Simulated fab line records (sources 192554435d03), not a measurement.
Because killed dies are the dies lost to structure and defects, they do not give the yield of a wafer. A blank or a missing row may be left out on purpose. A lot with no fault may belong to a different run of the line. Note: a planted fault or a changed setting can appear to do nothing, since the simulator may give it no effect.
Chamber matching    flow n5_finfet    N5_BEOL_M4_CO_CAP_55 on cvd_co-01 has 3 sister chambers
The step material Co, precursor CCTBA/H2, target thk 2 nm, time 102.1 s. 3 wafers are shown with their chamber, then 8 later ones without.

## EACH WAFER AND ITS CHAMBER
wafer   chamber  heater_power_w (W)
L084.2  1        234
L085.4  2        232
L088.1  0        219

## WAFERS WITH NO CHAMBER GIVEN
wafer   heater_power_w (W)
L088.3  233
L088.4  238
L096.2  218
L096.4  213
L096.5  232
L097.1  233
L097.2  234
L097.5  234

## THE CHAMBER EACH PASSED THROUGH
wafer   from the rows above      in truth
L088.3  can't be placed: 1 or 2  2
L088.4  can't be placed: 1 or 2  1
L096.2  0                        0
L096.4  0                        0
L096.5  can't be placed: 2 or 1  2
L097.1  can't be placed: 1 or 2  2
L097.2  can't be placed: 1 or 2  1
L097.5  can't be placed: 1 or 2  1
Correct placement for 2 of the 8. Cannot be placed on the basis of these rows: 6; the candidates contain the true chamber in 6. Number placed wrongly: 0.
How it was worked out, from the rows above alone: a wafer's distance from a chamber is the root of the sum, over the readings, of the square of ((its reading less the chamber's mean) divided by the reading's scatter). If the next closest chamber is less than 2 further off than the closest, the wafer can't be placed; otherwise it belongs to the closest. For every chamber, the mean is computed from those of its wafers that are shown. The scatter (one wafer shown for each chamber): square how far every hidden wafer sits from the nearest shown wafer, average those squares and take the square root.
